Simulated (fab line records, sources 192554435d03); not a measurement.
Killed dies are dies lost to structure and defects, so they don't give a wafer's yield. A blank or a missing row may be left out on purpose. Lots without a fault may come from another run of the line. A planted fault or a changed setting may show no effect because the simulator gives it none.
fab line records | flow n5_finfet
record lots=6 wafers=16 last_day=17
route steps=1938 shown BEOL_M4@1106 BEOL_M5@1112
lots that met no fault: from a run of the same line without faults
start_h: hours from the record's first day to the start of the lot's first wafer shown | wait_h: hours since the lot's step before | " the same as in the row above | L1.1+2: a row that stands for several wafers | - no value, or no start given | * or withheld: withheld | < > ~ a bound
route shown NAME@n: a module of which the file shows steps, and the number in the route of the first | usual: mean/standard deviation of fault-free wafers | same: alike in all rows | chamber/n: place in a boat | sites: the reading at each site | _std_site: their standard deviation | _edge_site: outer sites' mean less inner sites' | radius_mm: how far each site lies from the wafer's centre | mask NAME#n: copy n | behind: the tool/chamber that last shaped the wafer | hold: why the lot was held/for how many hours/how that ended | device: the transistor (n, p or np) that didn't switch | end of line: the same wafers' tests at the end of the route | a step without rows: its recipe alone | killed: dies lost to structure and defects at the first sort, not the wafer's yield | map: a wafer's dies, x killed, . not, _ none there
set.NAME: the setting as run; set.NAME@STEP: as run at that earlier step | model.NAME: the simulator's own value behind a step, which no gauge read
lots at some steps of the route; a table a step, a row a wafer
services: from which hour (start_h, from the record's first day; less than 0 if before it) a tool's chamber was out of use, for how many hours, and why
## steps
# step N5_BEOL_M4_CO_CAP_55
# recipe material=Co target_thk_a=20 temp_c=200 precursor=CCTBA/H2 pressure_torr=30 time_s=102.1
# step N5_BEOL_M4_PRE_CLEAN_56
# recipe gas=NH3 time_s=15 temp_c=withheld rf_power_w=300
# step N5_BEOL_M4_DEP_57
# recipe material=SiCN target_thk_a=80 temp_c=withheld precursor=3MS/NH3 pressure_torr=3 rf_w=202 time_s=14
# usual showerhead_plenum_p_Torr=3.667/0.015 throttle_valve_pct=9.0/0.62
# columns lot.wafer tool chamber start_h wait_h showerhead_plenum_p_Torr throttle_valve_pct
L575.1 pecvd-04 2 162.73 0.0 3.661 9.6
L575.5 " 0 " " 3.679 8.8
L575.6 " 1 " " 3.671 8.3
L585.3 pecvd-02 0 244.66 0.0 3.637 10.0
L585.4 " 1 " " 3.667 9.4
L585.5 " 0 " " 3.635 9.9
L589.3 pecvd-02 0 249.68 0.0 3.631 10.1
L589.4 " 0 " " 3.629 10.1
L592.4 pecvd-03 1 265.56 0.0 3.674 8.9
L592.5 " 0 " " 3.672 8.5
L592.6 " 2 " " 3.660 8.4
L594.3 pecvd-04 2 275.99 0.0 3.669 8.7
L594.4 " 2 " " 3.661 8.6
L598.1 pecvd-04 0 313.05 0.0 3.690 9.0
L598.2 " 2 " " 3.666 8.8
L598.5 " 2 " " 3.677 8.6
# step N5_BEOL_M4_RS_MEAS_58
# recipe thk_meas_gauge=four-point-probe reads=Co_of_BEOL_M4_CO_CAP_55+Cu_of_BEOL_M4_ECD_50+Co_of_BEOL_M4_CVD_47+TaN_of_BEOL_M4_ALD_84
# usual M4_RS=0.664/0.024
# columns lot.wafer tool chamber start_h wait_h M4_RS[ohm/sq]
L575.1 film_metro-02 - 162.79 0.0 0.645
L575.5 " - " " 0.665
L575.6 " - " " 0.672
L585.3 film_metro-02 - 244.73 0.1 0.688
L585.4 " - " " 0.656
L585.5 " - " " 0.625
L589.3 film_metro-02 - 249.75 0.1 0.683
L589.4 " - " " 0.650
L592.4 film_metro-01 - 265.61 0.0 0.674
L592.5 " - " " 0.671
L592.6 " - " " 0.683
L594.3 film_metro-02 - 276.06 0.1 0.648
L594.4 " - " " 0.617
L598.1 film_metro-01 - 313.11 0.0 0.647
L598.2 " - " " 0.674
L598.5 " - " " 0.678
# step N5_BEOL_M4_INSPECT_59
# recipe inspect_instrument=darkfield mode=post_dep
# usual raw_defect_count=72/26
# columns lot.wafer tool chamber start_h wait_h raw_defect_count
L575.1 defect_inspect-02 - 162.82 0.0 54
L575.5 " - " " 61
L575.6 " - " " 45
L585.3 defect_inspect-01 - 244.75 0.0 80
L585.4 " - " " 68
L585.5 " - " " 87
L589.3 defect_inspect-01 - 249.78 0.0 92
L589.4 " - " " 100
L592.4 defect_inspect-01 - 265.64 0.0 79
L592.5 " - " " 66
L592.6 " - " " 78
L594.3 defect_inspect-01 - 276.09 0.0 68
L594.4 " - " " 36
L598.1 defect_inspect-01 - 313.14 0.0 88
L598.2 " - " " 53
L598.5 " - " " 42
# step N5_BEOL_M4_RC_MEAS_101
# usual DIBL_N=36.3/1.4 DIBL_P=36.2/1.5 IOFF_N=0.160/0.021 IOFF_P=0.211/0.027 ION_N=676/7.7 ION_P=463/5.5 SS_N=71.4/0.57 SS_P=73.3/0.58 VT_N=249.3/2.5 VT_P=-250.1/2.6
# columns lot.wafer tool chamber start_h wait_h DIBL_N[mV/V] DIBL_P[mV/V] IOFF_N[nA/um] IOFF_P[nA/um] ION_N[uA/um] ION_P[uA/um] SS_N[mV/dec] SS_P[mV/dec] VT_N[mV] VT_P[mV]
L575.1 prober-01 0 162.84 0.0 37.1 37.7 0.187 0.224 686 463 72.2 74.4 246.9 -249.4
L575.5 " 0 " " 35.0 35.0 0.148 0.181 678 459 71.2 72.5 250.4 -254.1
L575.6 " 0 " " 35.6 35.7 0.160 0.191 677 462 71.8 72.8 250.4 -252.0
L585.3 prober-01 0 245.09 0.3 35.3 35.3 0.138 0.194 680 466 70.9 72.7 251.1 -250.0
L585.4 " 0 " " 36.2 36.0 0.149 0.209 673 462 71.2 73.4 249.0 -248.5
L585.5 " 0 " " 36.6 36.2 0.152 0.203 666 458 71.2 73.4 251.2 -249.7
L589.3 prober-01 0 250.11 0.3 36.9 36.7 0.200 0.249 691 475 71.4 74.5 244.5 -247.0
L589.4 " 0 " " 37.2 36.1 0.185 0.243 686 470 72.3 74.2 243.0 -244.7
L592.4 prober-02 0 266.12 0.5 35.7 34.3 0.151 0.187 678 461 71.4 73.4 248.5 -252.5
L592.5 " 0 " " 36.9 36.2 0.186 0.221 687 465 71.2 73.2 245.8 -249.5
L592.6 " 0 " " 35.0 33.3 0.149 0.179 677 460 70.6 72.4 249.8 -250.6
L594.3 prober-02 0 276.42 0.3 36.4 35.8 0.172 0.203 685 461 71.2 73.6 247.1 -255.4
L594.4 " 0 " " 35.2 34.1 0.147 0.186 675 460 71.2 72.7 248.0 -252.7
L598.1 prober-01 0 313.17 0.0 35.4 35.1 0.131 0.199 674 464 71.6 72.8 253.6 -252.5
L598.2 " 0 " " 39.0 38.7 0.198 0.253 678 463 72.7 73.9 248.9 -249.4
L598.5 " 0 " " 35.8 35.4 0.136 0.192 668 455 72.0 72.1 253.2 -252.4
# step N5_BEOL_M5_ILD_DEP_00
# recipe material=SiCOH_lowk target_thk_a=1406.4 temp_c=300 precursor=DEMS/porogen pressure_torr=5 rf_w=500 time_s=25.9
# usual heater_power_w=314/43 showerhead_plenum_p_Torr=5.748/0.014 throttle_valve_pct=13.7/0.69
# columns lot.wafer tool chamber start_h wait_h heater_power_w showerhead_plenum_p_Torr throttle_valve_pct
L575.1 pecvd-03 1 163.81 0.8 307 5.767 13.4
L575.5 " 0 " " 321 5.754 13.1
L575.6 " 2 " " 335 5.744 13.2
L585.3 pecvd-03 1 245.74 0.5 321 5.762 13.6
L585.4 " 0 " " 275 5.756 13.4
L585.5 " 1 " " 325 5.753 13.9
L589.3 pecvd-01 0 250.76 0.5 340 5.750 14.5
L589.4 " 1 " " 294 5.740 13.6
L592.4 pecvd-03 0 266.64 0.4 322 5.767 12.9
L592.5 " 2 " " 360 5.757 13.4
L592.6 " 1 " " 316 5.774 13.5
L594.3 pecvd-02 1 277.09 0.5 283 5.730 14.7
L594.4 " 0 " " 433 5.715 15.5
L598.1 pecvd-02 0 314.13 0.8 378 5.731 15.6
L598.2 " 1 " " 293 5.736 14.8
L598.5 " 0 " " 390 5.713 15.3
# step N5_BEOL_M5_CURE_79
# recipe temp_c=385 time_s=240 ambient=He/Ar material=SiCOH_lowk
# usual lamp_power_pct=52.31/0.048 wafer_temp_C_max=386.7/0.48
# columns lot.wafer tool chamber start_h wait_h lamp_power_pct wafer_temp_C_max
L575.1 uv_cure-03 1 163.87 0.0 52.26 387.4
L575.5 " 1 " " 52.28 387.1
L575.6 " 1 " " 52.26 386.7
L585.3 uv_cure-02 1 245.96 0.2 52.30 386.6
L585.4 " 1 " " 52.37 386.5
L585.5 " 1 " " 52.36 386.1
L589.3 uv_cure-02 0 250.98 0.2 52.32 387.4
L589.4 " 0 " " 52.31 386.3
L592.4 uv_cure-03 2 267.18 0.5 52.28 386.8
L592.5 " 2 " " 52.29 386.1
L592.6 " 2 " " 52.35 386.6
L594.3 uv_cure-03 1 277.47 0.4 52.37 386.2
L594.4 " 1 " " 52.28 386.4
L598.1 uv_cure-02 1 314.19 0.0 52.32 386.3
L598.2 " 1 " " 52.23 386.0
L598.5 " 1 " " 52.35 387.5
# step N5_BEOL_M5_THK_MEAS_01
# recipe reads=SiCOH_lowk_of_BEOL_M5_ILD_DEP_00
# usual M5_ILD_THK=121.2/1.3
# columns lot.wafer tool chamber start_h wait_h M5_ILD_THK[nm]
L575.1 film_metro-01 - 164.86 0.8 120.9
L575.5 " - " " 121.4
L575.6 " - " " 121.8
L585.3 film_metro-02 - 246.31 0.3 120.8
L585.4 " - " " 121.5
L585.5 " - " " 122.0
L589.3 film_metro-02 - 251.34 0.3 120.7
L589.4 " - " " 121.8
L592.4 film_metro-01 - 267.46 0.2 123.7
L592.5 " - " " 122.5
L592.6 " - " " 123.0
L594.3 film_metro-01 - 278.15 0.5 121.2
L594.4 " - " " 122.5
L598.1 film_metro-02 - 314.70 0.4 120.3
L598.2 " - " " 119.6
L598.5 " - " " 120.4
# step N5_BEOL_M5_PECVD_70
# recipe material=SiO2 target_thk_a=160 temp_c=400 precursor=TEOS/O2 pressure_torr=5.5 rf_w=450 teos_flow_sccm=53.8 gas=O2 flow_sccm=3000 time_s=18
# usual heater_power_w=730/95 showerhead_plenum_p_Torr=8.82/0.062 throttle_valve_pct=22.0/1.2
# columns lot.wafer tool chamber start_h wait_h heater_power_w showerhead_plenum_p_Torr throttle_valve_pct
L575.1 pecvd-03 2 164.90 0.0 836 8.83 21.3
L575.5 " 2 " " 828 8.83 21.4
L575.6 " 1 " " 733 8.85 22.0
L585.3 pecvd-02 0 246.35 0.0 942 8.65 24.5
L585.4 " 0 " " 922 8.66 24.5
L585.5 " 2 " " 567 8.82 20.5
L589.3 pecvd-01 0 251.37 0.0 744 8.82 24.0
L589.4 " 0 " " 716 8.82 24.2
L592.4 pecvd-02 1 267.51 0.1 650 8.78 24.1
L592.5 " 2 " " 562 8.84 20.6
L592.6 " 0 " " 825 8.64 24.9
L594.3 pecvd-03 1 278.18 0.0 680 8.88 21.7
L594.4 " 0 " " 729 8.86 21.3
L598.1 pecvd-02 2 314.74 0.0 508 8.82 20.9
L598.2 " 1 " " 726 8.74 24.0
L598.5 " 0 " " 941 8.63 24.7
# step N5_BEOL_M5_HM_DEP_02
# recipe material=TiN target_thk_a=200 temp_c=25 chamber_pressure_pa=0.49996
# usual substrate_temp_c=25.00/0.11 throttle_valve_pct=30.3/0.93
# columns lot.wafer tool chamber start_h wait_h substrate_temp_c throttle_valve_pct
L575.1 pvd_sputter-02 - 166.58 1.7 25.04 30.3
L575.5 " - " " 25.09 29.8
L575.6 " - " " 24.88 31.4
L585.3 pvd_sputter-02 - 246.54 0.2 24.95 30.1
L585.4 " - " " 24.96 29.7
L585.5 " - " " 24.94 29.6
L589.3 pvd_sputter-02 - 251.88 0.5 25.23 29.6
L589.4 " - " " 25.09 31.4
L592.4 pvd_sputter-03 - 268.09 0.6 24.84 31.1
L592.5 " - " " 24.94 30.1
L592.6 " - " " 24.94 31.1
L594.3 pvd_sputter-01 - 278.90 0.7 25.08 30.0
L594.4 " - " " 25.06 31.9
L598.1 pvd_sputter-03 - 317.48 2.7 25.00 29.9
L598.2 " - " " 24.94 30.8
L598.5 " - " " 24.93 31.2
# step N5_BEOL_M5_COAT_59
# recipe resist=SOC temp_c=250 time_s=60 spin_rpm=1500 resist_thk_nm=60
# step N5_BEOL_M5_COAT_60
# recipe resist=SiARC temp_c=220 time_s=60 spin_rpm=1500 resist_thk_nm=12
# usual run_length_s=66.03/0.13
# columns lot.wafer tool chamber start_h wait_h run_length_s
L575.1 litho_track-04 0 166.72 - 66.18
L575.5 " 0 " " 66.30
L575.6 " 0 " " 66.31
L585.3 litho_track-05 0 246.67 - 66.22
L585.4 " 0 " " 65.89
L585.5 " 0 " " 66.08
L589.3 litho_track-05 0 252.01 - 80.24
L589.4 " 0 " " 65.94
L592.4 litho_track-03 0 268.22 - 65.93
L592.5 " 0 " " 65.72
L592.6 " 0 " " 65.76
L594.3 litho_track-05 0 279.05 - 80.34
L594.4 " 0 " " 66.13
L598.1 litho_track-04 0 317.61 - 66.31
L598.2 " 0 " " 65.95
L598.5 " 0 " " 66.16
# step N5_BEOL_M5_COAT_71
# recipe resist=underlayer temp_c=205 time_s=60 spin_rpm=1500 resist_thk_nm=5
## services
# columns tool chamber start_h hours kind
pecvd-01 - 145.65 1.2 repair
pvd_sputter-02 - 153.37 1.0 repair
pecvd-01 - 154.03 5.5 pm
pvd_sputter-03 - 169.70 3.3 repair
pecvd-02 - 189.03 6.0 pm
pecvd-03 0 199.89 3.5 repair
pecvd-04 2 202.38 - clean
pecvd-04 2 202.38 - consumable_replace:showerhead
pecvd-04 2 202.38 29.0 scheduled_down
pecvd-04 2 202.38 29.0 vent_cycle
pecvd-01 2 240.38 2.1 scheduled_down
uv_cure-02 - 241.33 2.1 pm
uv_cure-02 - 263.19 7.3 repair
pecvd-03 - 268.76 0.7 repair
pecvd-03 - 270.53 0.7 repair
pecvd-03 2 273.06 3.7 repair
pecvd-02 2 273.24 6.8 repair
uv_cure-02 - 277.47 6.0 pm
pecvd-01 1 289.93 18.0 repair
pecvd-01 0 293.05 6.1 repair
pvd_sputter-01 - 300.26 1.2 repair
pecvd-03 - 307.08 2.8 pm
pecvd-03 0 315.04 5.0 scheduled_down
pecvd-01 2 315.64 3.9 repair
## key
first_sign step=N5_BEOL_M5_COAT_60 reading=run_length_s direction=up sigmas=99+ usual=* struck=*
effect none on later readings
met_at N5_BEOL_M5_COAT_60
struck_wafers L589.3,L594.3
onset_between 246.67 252.01
fault kind=process_parameter_drift tool=litho_track-05 chamber=- onset_h=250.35 steps=N5_BEOL_M5_COAT_60 channel=time_s offset=* shape=step end_h=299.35 scope=struck_wafers_only acts_in=* stated=*
